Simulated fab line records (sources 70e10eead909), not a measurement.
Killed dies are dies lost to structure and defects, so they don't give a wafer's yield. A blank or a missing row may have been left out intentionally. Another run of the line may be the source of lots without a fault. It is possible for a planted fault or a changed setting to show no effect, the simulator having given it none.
Which tool was responsible? | flow nand_harc | 6 lots, 18 wafers sampled, at 5 steps of a route of 1159

== WHAT EACH GAUGE READ, for each wafer ==
NHARC_END_SORT_01.
lot  | measured     | on        | killed_at_array
L491 | day 23 20:25 | prober-01 | 51 346 32

== WHAT TOOL EACH LOT RAN ON (gives the tool, then ch and the chambers of the sampled wafers, and finally the start) ==
lot  | NHARC_A_STAIRCASE_ETCH_223                    | NHARC_A_STAIRCASE_ETCH_225         | NHARC_A_STAIRCASE_ETCH_227                    | NHARC_A_STAIRCASE_ETCH_232
L478 | rie_diel-03 ch 0,1, day 11 11:11 or earlier   | rie_diel-03 ch 0,3, day 11 11:11   | rie_diel-03 ch 0,3, no start                  | rie_diel-03 ch 0,1,2, no start
L481 | rie_diel-02 ch 0,1,3, day 12 04:53 or earlier | rie_diel-02 ch 0,2,3, day 12 04:53 | rie_diel-02 ch 0,1,2, no start                | rie_diel-11 ch 1,2, no start
L487 | rie_diel-11 ch 0,1,3, day 13 06:58 or earlier | rie_diel-11 ch 1,2,3, day 13 06:58 | rie_diel-11 ch 1,2,3, no start                | rie_diel-11 ch 0,2, no start
L492 | rie_diel-03 ch 0,1,2, day 14 11:28 or earlier | rie_diel-03 ch 0,1,3, day 14 11:28 | rie_diel-03 ch 0,1,2, no start                | rie_diel-03 ch 0,2,3, no start
L491 | rie_diel-03 ch 0,1,2, day 15 08:01 or earlier | rie_diel-03 ch 1,2,3, day 15 08:01 | rie_diel-03 ch 0,1,3, day 23 20:25 or earlier | rie_diel-03 ch 1,2,3, day 23 20:25 or earlier
L500 | rie_diel-11 ch 0,1,3, day 16 23:10 or earlier | rie_diel-11 ch 0,1,2, day 16 23:10 | rie_diel-11 ch 0,2,3, no start                | rie_diel-02 ch 0,2,3, no start
- NHARC_A_STAIRCASE_ETCH_223: etches the open film in C4F8/O2, target depth 100 nm, time 40.5 s.
- NHARC_A_STAIRCASE_ETCH_225: etches the open film in C4F8/O2, target depth 100 nm, time 40.5 s.
- NHARC_A_STAIRCASE_ETCH_227: etches the open film in C4F8/O2, target depth 100 nm, time 40.5 s.
- NHARC_A_STAIRCASE_ETCH_232: etches the open film in C4F8/O2, target depth 100 nm, time 40.5 s.

== THE ANSWER, worked out from the rows above alone ==
Rule: the lots themselves supply what counts as usual. Put in order of their means at a reading, lots are off if they are a third of the lots or fewer, leave a main group of 4 or more, and stand apart from it by a gap of 3 or more times the standard deviation of the main group's means; of several such gaps the widest counts. A main group is skipped when, at the precision printed for the reading in the tables above, its means are all equal. Also off: a lot with no number at a reading for which 4 or more lots have one. Any other lot the step has rows for is counted as sound.
Across all readings shown, no lot is off: no conclusion can be drawn from this.

== WHAT WAS PUT IN BY THE SIMULATOR ==
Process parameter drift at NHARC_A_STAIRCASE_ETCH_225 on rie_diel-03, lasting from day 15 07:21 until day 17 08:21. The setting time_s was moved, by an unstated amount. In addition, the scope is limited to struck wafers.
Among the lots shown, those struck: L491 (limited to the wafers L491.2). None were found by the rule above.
